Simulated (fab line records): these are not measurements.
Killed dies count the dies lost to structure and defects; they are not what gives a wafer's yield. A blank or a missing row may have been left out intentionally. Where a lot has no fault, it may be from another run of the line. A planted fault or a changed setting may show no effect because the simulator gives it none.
fab line records	flow nand-harc
record lots=24	wafers=72	last-day=33
route steps=1302 shown A_M1@1179 A_BONDPAD@1223 HYBRID_BOND@1242
lots untouched by any fault: they come from a run of this same line in which no faults occurred
start-h: the number of hours between the record's first day and the start of the first shown wafer of the lot	wait-h: hours elapsed since this lot's preceding step	" same as the row above	L1.1+2: several wafers, shown together as one row	- no value present, or no start provided	* or withheld: withheld	< > ~ a bound
route shown NAME@n: a module of which the file shows steps, and the number in the route of the first	usual: the fault-free wafers' mean and standard deviation	same: alike in all rows	chamber/n: place in a boat	sites: per-site readings	_std_site: standard deviation across them	_edge_site: the outer-site mean with the inner-site mean subtracted	radius-mm: for every site, how far away it sits from the centre of the wafer	mask NAME#n: copy n	behind: tool/chamber where the wafer was last shaped	hold: reason for holding the lot/hours on hold/outcome of the hold	device: transistor that didn't switch, given as n, p or np	end of line: tests run on the same wafers once the route is complete	a step with no rows: only its recipe	killed: at the first sort, the dies lost to defects and structure; wafer yield is something else	map: shows each die of a wafer: x if killed, . if not, _ if none is there
set.NAME: the setting the step ran with; set.NAME@STEP: the setting that earlier step ran with	model.NAME: the simulator's own value behind a step, which no gauge read
a sample of lots followed through the steps of the route, with each step as a table and each wafer as a row
services: a tool's chamber out of use, with start hour (start-h, from the record's first day; less than 0 if before it), hours out, and reason
## steps
# step NHARC_A_M1_CD_MEAS_09
# recipe target-cd-nm=120	landing-energy-ev=500
# usual cd-nm=119.4/0.87
lot.wafer	tool	chamber	start-h	wait-h	cd-nm
L074.2	cd-sem-03	0	539.30	-	119.0
L074.3	"	0	"	"	120.9
L074.4	"	0	"	"	119.8
L076.1	cd-sem-03	0	540.48	-	118.7
L076.5	"	0	"	"	118.9
L076.6	"	0	"	"	119.1
L075.2	cd-sem-01	0	545.58	-	118.7
L075.3	"	0	"	"	120.4
L075.5	"	0	"	"	119.7
L078.2	cd-sem-03	0	588.24	-	119.3
L078.4	"	0	"	"	119.1
L078.5	"	0	"	"	119.2
L079.2	cd-sem-03	0	592.57	-	119.4
L079.4	"	0	"	"	118.3
L079.5	"	0	"	"	118.2
L077.1	cd-sem-03	0	596.50	-	119.6
L077.5	"	0	"	"	118.1
L077.6	"	0	"	"	119.1
L080.3	cd-sem-02	0	597.37	-	121.1
L080.4	"	0	"	"	119.7
L080.6	"	0	"	"	119.5
L081.4	cd-sem-03	0	603.93	-	119.5
L081.5	"	0	"	"	119.7
L081.6	"	0	"	"	120.2
L082.1	cd-sem-03	0	612.95	-	119.6
L082.4	"	0	"	"	119.9
L082.5	"	0	"	"	119.3
L084.2	cd-sem-02	0	626.66	-	118.6
L084.3	"	0	"	"	119.0
L084.4	"	0	"	"	120.3
L083.1	cd-sem-02	0	631.08	-	118.6
L083.2	"	0	"	"	119.2
L083.6	"	0	"	"	118.8
L085.1	cd-sem-03	0	637.08	-	120.5
L085.4	"	0	"	"	120.1
L085.5	"	0	"	"	119.4
L086.1	cd-sem-01	0	638.80	-	120.6
L086.2	"	0	"	"	120.3
L086.5	"	0	"	"	120.6
L087.1	cd-sem-02	0	658.34	-	119.6
L087.2	"	0	"	"	120.1
L087.3	"	0	"	"	119.1
L090.1	cd-sem-02	0	669.88	-	120.4
L090.3	"	0	"	"	119.3
L090.4	"	0	"	"	118.8
L088.1	cd-sem-01	0	674.11	-	118.8
L088.3	"	0	"	"	118.6
L088.4	"	0	"	"	117.3
L089.1	cd-sem-01	0	680.17	-	118.1
L089.2	"	0	"	"	118.3
L089.3	"	0	"	"	119.1
L092.1	cd-sem-03	0	714.74	-	119.5
L092.2	"	0	"	"	121.1
L092.4	"	0	"	"	120.9
L091.1	cd-sem-02	0	721.27	-	119.0
L091.3	"	0	"	"	117.6
L091.5	"	0	"	"	118.5
L093.1	cd-sem-02	0	727.56	-	119.7
L093.3	"	0	"	"	120.2
L093.5	"	0	"	"	119.4
L094.1	cd-sem-03	0	732.03	-	119.5
L094.4	"	0	"	"	118.2
L094.5	"	0	"	"	117.8
L095.1	cd-sem-01	0	733.47	-	118.8
L095.3	"	0	"	"	119.6
L095.4	"	0	"	"	119.4
L097.1	cd-sem-02	0	744.35	-	120.8
L097.5	"	0	"	"	121.3
L097.6	"	0	"	"	119.3
L096.1	cd-sem-03	0	746.20	-	119.3
L096.2	"	0	"	"	119.7
L096.3	"	0	"	"	120.3
# step NHARC_A_M1_ETCH_35
# recipe target-depth-a=400	overetch-a=120	time-s=43.94	ion-energy-ev=200	n2-flow-sccm=150	h2-flow-sccm=150	ar-flow-sccm=0	rf-w=400	bias-w=150	chemistry=N2/H2
# usual drypump-motor-current-A=5.5/0.33	oes-product-au=1.006/0.011	rf-vpp-V=429.5/2	showerhead-plenum-p-Torr=2.00/0.067	throttle-valve-pct=14.170/0.0082
# same time-s=43.94
lot.wafer	tool	chamber	start-h	wait-h	drypump-motor-current-A	oes-product-au	rf-hours-counter-h	rf-vpp-V	showerhead-plenum-p-Torr	throttle-valve-pct
L074.4	rie-diel-05	3	539.58	0.1	5.6	1.012	2.7	432.0	2.06	14.158
L074.3	"	0	"	"	5.5	1.002	2.7	426.7	1.94	14.182
L074.2	"	1	"	"	5.6	1.012	2.8	430.2	2.02	14.169
L076.1	rie-diel-05	2	540.77	0.1	5.7	1.009	2.9	427.1	1.90	14.172
L076.6	"	0	"	"	5.5	1.010	-	428.2	1.94	14.176
L076.5	"	1	"	"	5.6	1.021	-	430.4	2.02	14.175
L075.3	rie-diel-05	2	545.85	0.1	5.7	1.014	3.1	426.6	1.90	14.170
L075.2	"	3	"	"	5.5	1.006	2.9	430.5	2.06	14.170
L075.5	"	2	"	"	5.7	1.019	-	427.3	1.90	14.170
L078.2	rie-diel-04	0	588.52	0.1	6.0	1.010	2.6	428.3	1.99	14.171
L078.4	"	1	"	"	5.7	1.018	2.9	429.6	2.00	14.170
L078.5	"	3	"	"	4.9	1.021	-	428.2	2.02	14.162
L079.4	rie-diel-05	0	592.84	0.1	5.5	1.011	0.0	427.1	1.94	14.160
L079.2	"	1	"	"	5.6	0.999	0.0	429.5	2.02	14.171
L079.5	"	0	"	"	5.5	1.003	-	429.1	1.94	14.172
L077.1	rie-diel-04	3	596.78	0.1	4.9	1.015	2.6	429.6	2.02	14.177
L077.5	"	1	"	"	5.8	1.008	-	427.9	2.00	14.181
L077.6	"	2	"	"	5.0	1.010	-	433.1	2.10	14.166
L080.3	rie-diel-05	0	597.64	0.1	5.6	1.005	0.3	427.2	1.94	14.181
L080.4	"	2	"	"	5.7	1.011	0.6	427.7	1.90	14.157
L080.6	"	1	"	"	5.6	0.998	-	430.1	2.02	14.171
L081.4	rie-diel-05	2	604.19	0.1	5.7	1.007	0.7	427.1	1.90	14.169
L081.6	"	2	"	"	5.7	1.010	-	426.6	1.90	14.161
L081.5	"	3	"	"	5.5	1.012	-	430.4	2.06	14.173
L082.1	rie-diel-04	0	613.23	0.1	6.0	0.995	4.0	429.0	1.98	14.185
L082.4	"	2	"	"	5.0	1.006	3.8	431.8	2.10	14.174
L082.5	"	3	"	"	4.9	1.000	-	430.9	2.02	14.161
L084.3	rie-diel-04	2	626.93	0.1	5.0	1.003	5.1	432.8	2.10	14.174
L084.2	"	3	"	"	4.9	1.006	5.1	429.4	2.02	14.169
L084.4	"	1	"	"	5.8	1.009	5.6	429.0	2.00	14.172
L083.2	rie-diel-06	0	631.35	0.1	5.4	0.988	6.9	429.1	2.05	14.184
L083.1	"	2	"	"	5.7	0.986	7.5	427.0	1.91	14.177
L083.6	"	0	"	"	5.4	0.987	-	430.4	2.05	14.162
L085.1	rie-diel-04	2	637.36	0.1	5.0	1.009	6.0	432.0	2.10	14.186
L085.4	"	3	"	"	4.9	1.025	5.6	429.2	2.02	14.174
L085.5	"	2	"	"	5.0	1.020	-	432.0	2.09	14.161
L086.2	rie-diel-05	0	639.08	0.1	5.5	1.012	1.7	426.7	1.94	14.174
L086.1	"	3	"	"	5.5	1.013	1.6	432.2	2.06	14.166
L086.5	"	0	"	"	5.5	0.997	-	428.4	1.94	14.161
L087.1	rie-diel-06	0	658.61	0.1	5.4	0.983	7.8	430.8	2.05	14.186
L087.2	"	1	"	"	5.8	0.982	8.8	434.3	2.19	14.162
L087.3	"	3	"	"	6.2	0.979	9.1	428.6	1.98	14.157
L090.3	rie-diel-05	3	670.28	0.1	5.5	1.015	2.6	432.1	2.06	14.181
L090.4	"	0	"	"	5.5	1.010	2.7	427.8	1.94	14.181
L090.1	"	1	"	"	5.6	1.016	3.1	431.3	2.02	14.166
L088.3	rie-diel-05	1	674.38	0.1	5.6	1.005	3.4	430.0	2.02	14.167
L088.4	"	2	"	"	5.7	1.019	3.3	425.7	1.90	14.186
L088.1	"	3	"	"	5.5	1.021	3.0	431.7	2.06	14.173
L089.2	rie-diel-04	2	680.44	0.1	5.0	1.021	7.9	430.8	2.09	14.170
L089.3	"	3	"	"	4.9	0.999	7.4	430.2	2.02	14.173
L089.1	"	0	"	"	6.0	1.008	7.3	427.5	1.98	14.178
L092.1	rie-diel-06	3	715.01	0.1	6.2	0.978	3.9	426.8	1.98	14.163
L092.2	"	0	"	"	5.4	1.016	4.2	430.9	2.05	14.169
L092.4	"	2	"	"	5.7	1.004	3.0	429.7	1.91	14.176
L091.3	rie-diel-04	1	721.54	0.1	5.7	1.013	0.2	428.3	2.00	14.179
L091.1	"	2	"	"	5.0	1.006	0.1	432.2	2.09	14.165
L091.5	"	2	"	"	5.0	1.004	-	431.8	2.09	14.168
L093.1	rie-diel-05	0	727.84	0.1	5.5	0.994	4.4	428.1	1.94	14.165
L093.3	"	2	"	"	5.7	1.029	4.5	426.4	1.90	14.161
L093.5	"	0	"	"	5.5	0.996	-	429.1	1.94	14.176
L094.1	rie-diel-05	3	732.31	0.1	5.5	1.023	4.2	430.7	2.06	14.176
L094.4	"	0	"	"	5.5	1.004	4.4	428.5	1.94	14.174
L094.5	"	2	"	"	5.7	1.025	-	427.9	1.90	14.174
L095.1	rie-diel-04	3	733.74	0.1	4.9	1.005	1.0	431.2	2.02	14.162
L095.4	"	0	"	"	6.0	0.995	1.0	428.2	1.98	14.171
L095.3	"	1	"	"	5.8	1.015	1.3	429.2	2.00	14.163
L097.1	rie-diel-05	0	744.64	0.1	5.5	0.994	4.9	427.4	1.94	14.180
L097.6	"	1	"	"	5.6	0.996	-	430.2	2.02	14.169
L097.5	"	2	"	"	5.7	1.010	-	428.2	1.90	14.181
L096.3	rie-diel-05	2	746.47	0.1	5.7	1.025	5.2	426.6	1.90	14.171
L096.2	"	0	"	"	5.5	1.001	5.0	428.4	1.94	14.175
L096.1	"	1	"	"	5.6	1.007	5.3	428.9	2.02	14.167
# step NHARC_A_M1_CD_MEAS_16
# usual cd-nm=119.0/1.2
lot.wafer	tool	chamber	start-h	wait-h	cd-nm
L074.2	cd-sem-01	-	539.79	-	118.4
L074.3	"	-	"	"	120.1
L074.4	"	-	"	"	121.0
L076.1	cd-sem-02	-	540.98	-	118.4
L076.5	"	-	"	"	120.3
L076.6	"	-	"	"	118.6
L075.2	cd-sem-03	-	546.07	-	117.7
L075.3	"	-	"	"	119.1
L075.5	"	-	"	"	116.9
L078.2	cd-sem-03	-	588.73	-	119.7
L078.4	"	-	"	"	118.6
L078.5	"	-	"	"	119.3
L079.2	cd-sem-02	-	593.06	-	118.9
L079.4	"	-	"	"	118.0
L079.5	"	-	"	"	116.9
L077.1	cd-sem-03	-	596.99	-	119.6
L077.5	"	-	"	"	117.0
L077.6	"	-	"	"	119.4
L080.3	cd-sem-03	-	597.86	-	120.7
L080.4	"	-	"	"	119.2
L080.6	"	-	"	"	119.3
L081.4	cd-sem-02	-	604.43	-	117.7
L081.5	"	-	"	"	119.3
L081.6	"	-	"	"	118.3
L082.1	cd-sem-03	-	613.44	-	118.7
L082.4	"	-	"	"	119.5
L082.5	"	-	"	"	119.3
L084.2	cd-sem-02	-	627.15	-	118.6
L084.3	"	-	"	"	118.9
L084.4	"	-	"	"	119.0
L083.1	cd-sem-03	-	631.57	-	119.0
L083.2	"	-	"	"	120.0
L083.6	"	-	"	"	118.4
L085.1	cd-sem-02	-	637.57	-	121.1
L085.4	"	-	"	"	119.4
L085.5	"	-	"	"	118.8
L086.1	cd-sem-02	-	639.29	-	119.5
L086.2	"	-	"	"	118.8
L086.5	"	-	"	"	118.7
L087.1	cd-sem-01	-	658.83	-	119.9
L087.2	"	-	"	"	121.8
L087.3	"	-	"	"	119.1
L090.1	cd-sem-03	-	670.56	-	120.6
L090.3	"	-	"	"	118.6
L090.4	"	-	"	"	118.4
L088.1	cd-sem-02	-	674.60	-	118.0
L088.3	"	-	"	"	119.0
L088.4	"	-	"	"	115.8
L089.1	cd-sem-01	-	680.66	-	117.4
L089.2	"	-	"	"	117.6
L089.3	"	-	"	"	120.2
L092.1	cd-sem-01	-	715.23	-	119.4
L092.2	"	-	"	"	120.6
L092.4	"	-	"	"	120.9
L091.1	cd-sem-02	-	721.76	-	119.8
L091.3	"	-	"	"	117.4
L091.5	"	-	"	"	118.1
L093.1	cd-sem-01	-	728.07	-	120.2
L093.3	"	-	"	"	118.6
L093.5	"	-	"	"	119.3
L094.1	cd-sem-01	-	732.52	-	118.3
L094.4	"	-	"	"	117.6
L094.5	"	-	"	"	117.4
L095.1	cd-sem-03	-	733.96	-	118.6
L095.3	"	-	"	"	118.3
L095.4	"	-	"	"	118.3
L097.1	cd-sem-02	-	744.84	-	120.7
L097.5	"	-	"	"	119.5
L097.6	"	-	"	"	119.9
L096.1	cd-sem-03	-	746.69	-	120.1
L096.2	"	-	"	"	119.1
L096.3	"	-	"	"	119.0
# step NHARC_A_M1_CMP_23
# recipe t-overpolish-s=20	target-thk-nm=154.34
# usual motor-current-A=12.2/1.1	time-to-endpoint-s=29/3.1
# same t-overpolish-s=20
lot.wafer	tool	chamber	start-h	wait-h	motor-current-A	time-to-endpoint-s
L074.4	cmp-03	0	541.59	-	13.0	29
L074.3	"	1	"	"	10.8	30
L074.2	"	2	"	"	11.7	28
L076.1	cmp-03	1	542.87	-	10.8	34
L076.5	"	2	"	"	12.6	30
L076.6	"	3	"	"	12.8	30
L075.2	cmp-01	3	547.93	-	11.2	24
L075.3	"	0	"	"	11.9	30
L075.5	"	3	"	"	11.1	25
L078.2	cmp-03	1	590.53	-	10.4	29
L078.4	"	0	"	"	12.3	26
L078.5	"	2	"	"	11.0	28
L079.2	cmp-01	3	594.86	-	11.6	20
L079.4	"	2	"	"	11.5	21
L079.5	"	3	"	"	11.7	19
L077.1	cmp-01	1	598.85	-	13.5	30
L077.6	"	1	"	"	13.6	32
L077.5	"	2	"	"	12.8	23
L080.4	cmp-01	1	599.66	-	13.8	31
L080.3	"	2	"	"	12.8	24
L080.6	"	2	"	"	12.3	24
L081.4	cmp-03	1	606.30	-	10.6	32
L081.6	"	3	"	"	13.2	28
L081.5	"	0	"	"	13.4	28
L082.4	cmp-01	1	615.27	-	13.2	33
L082.1	"	2	"	"	12.4	23
L082.5	"	1	"	"	13.8	33
L084.4	cmp-03	3	628.99	-	13.7	29
L084.2	"	0	"	"	12.5	29
L084.3	"	1	"	"	11.1	33
L083.2	cmp-03	3	633.36	-	13.9	28
L083.1	"	0	"	"	12.5	30
L083.6	"	3	"	"	13.1	27
L085.1	cmp-03	0	639.42	-	12.9	30
L085.4	"	1	"	"	10.6	31
L085.5	"	2	"	"	11.3	27
L086.1	cmp-01	1	641.12	-	14.0	33
L086.2	"	2	"	"	12.1	28
L086.5	"	1	"	"	14.0	34
L087.2	cmp-01	1	660.63	-	14.1	31
L087.1	"	2	"	"	12.9	25
L087.3	"	0	"	"	11.7	30
L090.3	cmp-04	2	672.41	-	12.8	31
L090.1	"	3	"	"	10.1	25
L090.4	"	0	"	"	13.0	32
L088.3	cmp-04	3	676.55	-	10.5	22
L088.4	"	0	"	"	12.2	32
L088.1	"	1	"	"	12.2	27
L089.1	cmp-04	0	682.47	-	12.1	32
L089.3	"	2	"	"	12.0	32
L089.2	"	3	"	"	10.9	25
L092.2	cmp-03	3	717.03	-	14.0	28
L092.4	"	1	"	"	11.7	29
L092.1	"	2	"	"	12.3	31
L091.1	cmp-03	2	723.56	-	11.2	30
L091.3	"	0	"	"	13.0	31
L091.5	"	2	"	"	10.7	29
L093.1	cmp-01	1	729.88	-	13.5	37
L093.3	"	0	"	"	11.0	33
L093.5	"	1	"	"	13.6	36
L094.1	cmp-03	1	734.35	-	11.3	33
L094.4	"	2	"	"	11.7	32
L094.5	"	0	"	"	13.6	30
L095.3	cmp-01	2	735.79	-	12.1	24
L095.1	"	0	"	"	11.4	31
L095.4	"	1	"	"	13.3	31
L097.1	cmp-04	2	746.76	-	12.7	31
L097.5	"	3	"	"	11.3	27
L097.6	"	0	"	"	11.8	34
L096.2	cmp-03	3	748.54	-	13.4	28
L096.3	"	0	"	"	12.6	31
L096.1	"	1	"	"	10.6	32
# step NHARC_A_BONDPAD_ETCH_24
# recipe target-depth-a=300	over-etch-frac=0.3	time-s=72.99	ion-energy-ev=150	cf4-flow-sccm=50	n2-flow-sccm=100	ar-flow-sccm=150	rf-w=300	bias-w=100	chemistry=CF4/N2
# usual drypump-motor-current-A=5.6/0.43	oes-product-au=1.001/0.01	rf-vpp-V=313.8/2.4	showerhead-plenum-p-Torr=2.61/0.14	throttle-valve-pct=19.794/0.0093
# same time-s=72.99
lot.wafer	tool	chamber	start-h	wait-h	drypump-motor-current-A	oes-product-au	rf-hours-counter-h	rf-vpp-V	showerhead-plenum-p-Torr	throttle-valve-pct
L074.3	rie-diel-03	3	-	-	5.4	1.018	10	315.8	2.77	19.787
L074.4	"	0	"	"	5.8	0.988	12	311.5	2.46	19.792
L074.2	"	1	"	"	5.0	0.973	12	314.6	2.65	19.792
L076.1	rie-diel-13	2	-	-	6.2	1.009	1	315.9	2.73	19.800
L076.6	"	3	"	"	6.1	1.010	-	312.2	2.52	19.794
L076.5	"	0	"	"	5.8	0.990	-	313.4	2.52	19.792
L075.2	rie-diel-13	0	-	-	5.8	0.992	1	312.6	2.52	19.810
L075.3	"	1	"	"	5.2	1.002	1	315.1	2.77	19.810
L075.5	"	0	"	"	5.8	1.010	-	312.6	2.52	19.784
L078.2	rie-diel-02	1	593.62	0.2	6.0	0.989	3	311.5	2.46	19.776
L078.4	"	3	"	"	6.0	1.000	-	312.7	2.48	19.811
L078.5	"	1	"	"	6.0	0.987	-	312.7	2.46	19.792
L079.2	rie-diel-02	1	598.96	0.2	6.0	0.985	3	311.7	2.46	19.803
L079.4	"	3	"	"	6.1	1.001	-	311.1	2.48	19.783
L079.5	"	1	"	"	6.0	0.993	-	309.6	2.46	19.804
L077.1	rie-diel-13	2	-	-	6.2	0.999	2	315.5	2.73	19.797
L077.5	"	3	"	"	6.1	0.992	-	313.0	2.52	19.794
L077.6	"	0	"	"	5.8	0.987	-	312.4	2.52	19.794
L080.4	rie-diel-13	0	-	-	5.8	0.994	3	312.5	2.52	19.794
L080.3	"	1	"	"	5.2	1.005	3	316.4	2.77	19.797
L080.6	"	0	"	"	5.8	1.007	-	311.8	2.52	19.788
L081.4	rie-diel-13	2	-	-	6.2	1.017	2	317.0	2.73	19.800
L081.5	"	2	"	"	6.2	1.015	-	316.0	2.73	19.791
L081.6	"	3	"	"	6.0	1.001	-	312.5	2.52	19.790
L082.4	rie-diel-03	1	-	-	5.0	0.991	27	313.7	2.64	19.801
L082.1	"	0	"	"	5.7	1.001	29	310.6	2.45	19.801
L082.5	"	2	"	"	5.4	1.013	-	310.9	2.43	19.808
L084.4	rie-diel-03	0	-	-	5.7	0.995	32	311.6	2.45	19.788
L084.2	"	2	"	"	5.4	0.998	28	310.4	2.43	19.799
L084.3	"	3	"	"	5.4	1.015	29	316.7	2.76	19.785
L083.2	rie-diel-13	2	-	-	6.2	1.002	4	315.3	2.73	19.780
L083.1	"	3	"	"	6.1	0.999	3	312.8	2.52	19.779
L083.6	"	2	"	"	6.2	1.014	-	316.0	2.73	19.786
L085.1	rie-diel-02	0	-	-	5.6	0.997	19	316.6	2.83	19.794
L085.4	"	1	"	"	6.1	1.005	20	308.9	2.46	19.798
L085.5	"	0	"	"	5.6	0.981	-	316.5	2.83	19.798
L086.1	rie-diel-13	3	-	-	6.1	0.996	4	312.1	2.51	19.809
L086.2	"	0	"	"	5.8	1.006	4	311.6	2.52	19.783
L086.5	"	2	"	"	6.2	1.010	-	315.8	2.73	19.783
L087.3	rie-diel-03	3	-	-	5.5	1.013	4	316.6	2.75	19.788
L087.1	"	0	"	"	5.8	1.011	4	310.0	2.45	19.778
L087.2	"	1	"	"	5.0	0.996	4	313.8	2.64	19.807
L090.1	rie-diel-03	0	-	-	5.7	1.003	5	310.3	2.45	19.793
L090.3	"	1	"	"	5.0	0.996	5	314.5	2.64	19.794
L090.4	"	2	"	"	5.4	1.005	5	317.0	2.84	19.784
L088.4	rie-diel-02	2	-	-	4.8	0.988	31	313.5	2.54	19.778
L088.3	"	3	"	"	6.0	1.019	31	313.0	2.47	19.799
L088.1	"	1	"	"	6.0	0.996	33	310.7	2.45	19.812
L089.1	rie-diel-03	3	-	-	5.5	1.000	6	315.5	2.75	19.797
L089.3	"	0	"	"	5.7	1.002	6	310.6	2.45	19.789
L089.2	"	1	"	"	5.0	1.002	5	314.7	2.64	19.790
L092.1	rie-diel-03	1	-	-	5.0	1.012	13	315.0	2.63	19.823
L092.2	"	3	"	"	5.5	1.014	16	317.3	2.75	19.804
L092.4	"	0	"	"	5.7	1.018	14	309.9	2.44	19.801
L091.3	rie-diel-03	0	726.74	0.1	5.8	1.001	15	309.9	2.44	19.794
L091.1	"	3	"	"	5.4	1.013	17	315.6	2.75	19.808
L091.5	"	2	"	"	5.4	1.001	-	317.7	2.83	19.784
L093.1	rie-diel-02	2	-	-	4.8	0.996	51	312.3	2.53	19.790
L093.3	"	0	"	"	5.6	1.009	44	316.8	2.82	19.789
L093.5	"	2	"	"	4.8	1.004	-	312.8	2.53	19.810
L094.1	rie-diel-13	0	-	-	5.8	1.005	1	312.7	2.51	19.798
L094.4	"	2	"	"	6.2	0.995	1	315.6	2.73	19.788
L094.5	"	0	"	"	5.8	1.007	-	311.8	2.52	19.785
L095.1	rie-diel-13	2	-	-	6.2	0.994	1	315.9	2.73	19.800
L095.4	"	0	"	"	5.8	1.017	1	312.1	2.52	19.797
L095.3	"	1	"	"	5.2	0.994	1	317.5	2.77	19.789
L097.1	rie-diel-03	0	-	-	5.8	0.998	17	310.7	2.44	19.808
L097.5	"	0	"	"	5.7	0.994	-	312.0	2.44	19.803
L097.6	"	1	"	"	5.0	0.999	-	313.8	2.63	19.795
L096.2	rie-diel-03	1	-	-	5.0	1.001	15	314.4	2.63	19.807
L096.3	"	2	"	"	5.4	0.992	19	317.0	2.83	19.795
L096.1	"	3	"	"	5.5	0.994	19	315.6	2.75	19.789
# step NHARC_HYBRID_BOND_OVL_MEAS_05
# usual overlay-x-nm=-5/33	overlay-y-nm=3/32
lot.wafer	tool	chamber	start-h	wait-h	overlay-x-nm	overlay-y-nm
L076.1	overlay-01	-	558.84	0.4	-32	56
L076.5	"	-	"	"	-12	28
L076.6	"	-	"	"	-41	-25
L074.2	overlay-02	-	558.84	0.4	-12	24
L074.3	"	-	"	"	5	-26
L074.4	"	-	"	"	40	42
L075.2	overlay-01	-	562.92	0.4	-16	8
L075.3	"	-	"	"	25	34
L075.5	"	-	"	"	0	-25
L078.2	overlay-01	-	605.04	0.4	-2	45
L078.4	"	-	"	"	49	61
L078.5	"	-	"	"	24	-22
L077.1	overlay-01	-	610.76	0.4	-55	-9
L077.5	"	-	"	"	18	33
L077.6	"	-	"	"	36	-21
L079.2	overlay-02	-	610.77	0.4	2	19
L079.4	"	-	"	"	15	9
L079.5	"	-	"	"	49	-1
L080.3	overlay-01	-	614.47	0.4	-5	29
L080.4	"	-	"	"	-37	-4
L080.6	"	-	"	"	8	4
L081.4	overlay-01	-	621.24	0.4	-5	5
L081.5	"	-	"	"	17	13
L081.6	"	-	"	"	-10	20
L082.1	overlay-02	-	631.88	0.4	-38	25
L082.4	"	-	"	"	24	-14
L082.5	"	-	"	"	29	8
L083.1	overlay-02	-	645.41	0.4	-13	-8
L083.2	"	-	"	"	28	-36
L083.6	"	-	"	"	-1	12
L084.2	overlay-01	-	645.41	0.4	19	-47
L084.3	"	-	"	"	18	18
L084.4	"	-	"	"	-3	25
L085.1	overlay-02	-	655.05	0.4	-10	-19
L085.4	"	-	"	"	43	-24
L085.5	"	-	"	"	-14	-65
L086.1	overlay-01	-	655.05	0.4	16	49
L086.2	"	-	"	"	-17	51
L086.5	"	-	"	"	-46	-26
L087.1	overlay-01	-	676.76	0.4	-11	28
L087.2	"	-	"	"	-31	-18
L087.3	"	-	"	"	-23	5
L090.1	overlay-02	-	687.24	0.4	41	28
L090.3	"	-	"	"	21	46
L090.4	"	-	"	"	-73	36
L088.1	overlay-02	-	694.99	0.4	7	66
L088.3	"	-	"	"	4	-37
L088.4	"	-	"	"	-18	18
L089.1	overlay-01	-	694.99	0.4	-9	4
L089.2	"	-	"	"	46	12
L089.3	"	-	"	"	55	-26
L092.1	overlay-02	-	733.92	0.4	-26	-64
L092.2	"	-	"	"	8	24
L092.4	"	-	"	"	-39	-29
L091.1	overlay-02	-	738.24	0.4	-54	-29
L091.3	"	-	"	"	-35	27
L091.5	"	-	"	"	-56	-19
L093.1	overlay-01	-	744.97	0.4	-70	72
L093.3	"	-	"	"	-24	48
L093.5	"	-	"	"	-19	8
L094.1	overlay-02	-	756.46	0.4	-31	23
L094.4	"	-	"	"	-65	36
L094.5	"	-	"	"	17	-26
L095.1	overlay-02	-	756.47	0.4	-29	-42
L095.3	"	-	"	"	80	-7
L095.4	"	-	"	"	21	-19
L097.1	overlay-02	-	761.74	0.4	9	0
L097.5	"	-	"	"	5	-29
L097.6	"	-	"	"	-15	46
L096.1	overlay-02	-	761.75	0.4	-49	-7
L096.2	"	-	"	"	28	50
L096.3	"	-	"	"	-66	-31
## services
tool	chamber	start-h	hours	kind
rie-diel-13	-	519.01	9.0	pm
rie-diel-05	3	522.11	4.5	repair
cmp-01	-	528.35	7.4	repair
rie-diel-04	-	531.90	9.0	pm
cmp-03	-	533.27	4.4	repair
rie-diel-13	1	539.78	3.1	repair
rie-diel-05	-	552.49	0.4	repair
rie-diel-04	-	554.37	0.3	repair
cmp-03	-	556.32	4.0	pm
cmp-01	-	569.26	2.2	repair
cmp-01	-	577.70	4.0	pm
rie-diel-05	-	583.60	9.0	pm
rie-diel-03	2	606.07	3.8	repair
rie-diel-05	3	621.43	4.0	repair
cmp-03	-	626.29	0.8	repair
cmp-01	-	633.29	0.3	repair
rie-diel-03	-	635.33	9.0	pm
cmp-03	-	654.32	4.0	pm
cmp-01	-	663.16	0.3	repair
rie-diel-13	1	669.50	8.3	repair
cmp-01	-	675.70	4.0	pm
cmp-01	-	681.35	7.4	repair
rie-diel-13	-	696.01	9.0	pm
rie-diel-03	1	722.97	7.2	repair
## key
fault none
